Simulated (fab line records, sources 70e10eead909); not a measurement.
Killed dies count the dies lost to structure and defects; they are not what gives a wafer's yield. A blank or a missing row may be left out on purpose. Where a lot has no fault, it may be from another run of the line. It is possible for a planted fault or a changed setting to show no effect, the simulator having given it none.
Matching of chambers | flow nand_harc | 4 sister chambers for NHARC_A_BLC_CMP_25 on cmp-03
The step polishes, t overpolish 30 s, target thk 150 nm. 4 wafers are shown with their chamber, then 10 later ones without.

== WAFERS WITH THEIR CHAMBER ==
wafer  | chamber | time_to_endpoint_s (s)
L083.1 | 0       | 21
L084.3 | 2       | 32
L088.1 | 3       | 32
L088.4 | 1       | 28

== WAFERS MISSING THEIR CHAMBER ==
wafer  | time_to_endpoint_s (s)
L088.6 | 31
L093.2 | 32
L093.3 | 28
L093.6 | 30
L095.2 | 30
L095.3 | 35
L095.5 | 32
L097.1 | 28
L097.3 | 24
L097.4 | 37

== EACH ONE'S CHAMBER ==
wafer  | from the rows above          | in truth
L088.6 | can't be placed: 2 or 3 or 1 | 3
L093.2 | can't be placed: 2 or 3 or 1 | 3
L093.3 | can't be placed: 1 or 2 or 3 | 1
L093.6 | can't be placed: 1 or 2 or 3 | 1
L095.2 | can't be placed: 1 or 2 or 3 | 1
L095.3 | can't be placed: 2 or 3 or 1 | 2
L095.5 | can't be placed: 2 or 3 or 1 | 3
L097.1 | can't be placed: 1 or 2 or 3 | 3
L097.3 | can't be placed: 0 or 1      | 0
L097.4 | can't be placed: 2 or 3 or 1 | 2
Placed correctly: 0 of 10. These rows do not allow placing 10 (true chamber among the candidates in 10). Wrongly placed: 0.
How it was worked out, from the rows above alone: a wafer's distance from a chamber is the root of the sum, over the readings, of the square of ((its reading less the chamber's mean) divided by the reading's scatter). If the next closest chamber is less than 2 further off than the closest, the wafer can't be placed; otherwise it belongs to the closest. Each chamber's mean is taken over the wafers shown for it. The scatter: root of mean squared gap, hidden wafer to nearest shown wafer, with one shown wafer a chamber.
